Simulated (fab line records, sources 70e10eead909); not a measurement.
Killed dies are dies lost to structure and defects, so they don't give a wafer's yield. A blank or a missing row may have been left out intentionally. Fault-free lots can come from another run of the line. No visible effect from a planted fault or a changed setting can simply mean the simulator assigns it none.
Matching of chambers | flow nandHarc | NHARC_P_M2_DEP_33 on pecvd-04: 3 sister chambers
The step deposits SiCN, target thk 30 nm. 20 wafers are shown with their chamber, then 10 later ones without.

WAFERS, EACH WITH ITS CHAMBER
wafer  | chamber | heaterPowerW (W) | susceptorTempC (C)
L075.3 | 2       | 563              | 370.10
L075.5 | 2       | 583              | 370.37
L075.6 | 0       | 568              | 369.78
L076.1 | 0       | 577              | 370.07
L076.2 | 1       | 605              | 369.95
L076.5 | 0       | 603              | 370.23
L079.1 | 2       | 659              | 370.48
L079.5 | 0       | 554              | 369.68
L079.6 | 1       | 579              | 369.55
L080.1 | 0       | 641              | 370.41
L080.2 | 1       | 513              | 370.12
L080.3 | 2       | 620              | 370.20
L085.1 | 2       | 638              | 370.06
L085.2 | 1       | 577              | 369.88
L085.4 | 0       | 623              | 369.47
L087.3 | 1       | 588              | 370.20
L087.5 | 0       | 639              | 370.33
L087.6 | 1       | 578              | 370.29
L090.1 | 2       | 651              | 369.77
L090.2 | 1       | 530              | 369.92

SIGNATURES (averages over the wafers above)
reading        | chamber 0 | chamber 1 | chamber 2 | scatter within a chamber
heaterPowerW   | 600.71    | 567.14    | 619.00    | 35.4
susceptorTempC | 369.9957  | 369.9871  | 370.1633  | 0.291
Rule: for each reading, subtract the chamber's mean from the wafer's reading, divide by that reading's scatter and square the result; add these up over the readings and take the root, which gives the wafer's distance from the chamber. The wafer belongs to the nearest chamber; if the next one is less than 2 further off, it can't be placed. How the scatter is found: for the shown wafers, subtract from each reading the mean of its chamber, square and add these, divide the total by (wafers less chambers), then take the root.

WAFERS MISSING THEIR CHAMBER
wafer  | heaterPowerW (W) | susceptorTempC (C)
L090.6 | 584              | 370.18
L091.2 | 583              | 370.00
L091.3 | 677              | 369.92
L091.4 | 587              | 369.57
L093.3 | 656              | 369.97
L093.4 | 665              | 370.00
L093.5 | 537              | 369.54
L095.2 | 545              | 369.93
L095.4 | 648              | 370.01
L095.6 | 535              | 369.91

CHAMBER TAKEN BY EACH
wafer  | from the rows above          | in truth
L090.6 | can't be placed: 0 or 1 or 2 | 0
L091.2 | can't be placed: 1 or 0 or 2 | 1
L091.3 | can't be placed: 2 or 0 or 1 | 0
L091.4 | can't be placed: 0 or 1 or 2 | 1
L093.3 | can't be placed: 2 or 0 or 1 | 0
L093.4 | can't be placed: 2 or 0 or 1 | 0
L093.5 | can't be placed: 1 or 0 or 2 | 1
L095.2 | can't be placed: 1 or 0 or 2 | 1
L095.4 | can't be placed: 2 or 0 or 1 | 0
L095.6 | can't be placed: 1 or 0 or 2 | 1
Placed correctly: 0 of 10. Not placeable from these rows: 10 (in 10, the candidates include the true chamber). 0 placed wrongly.
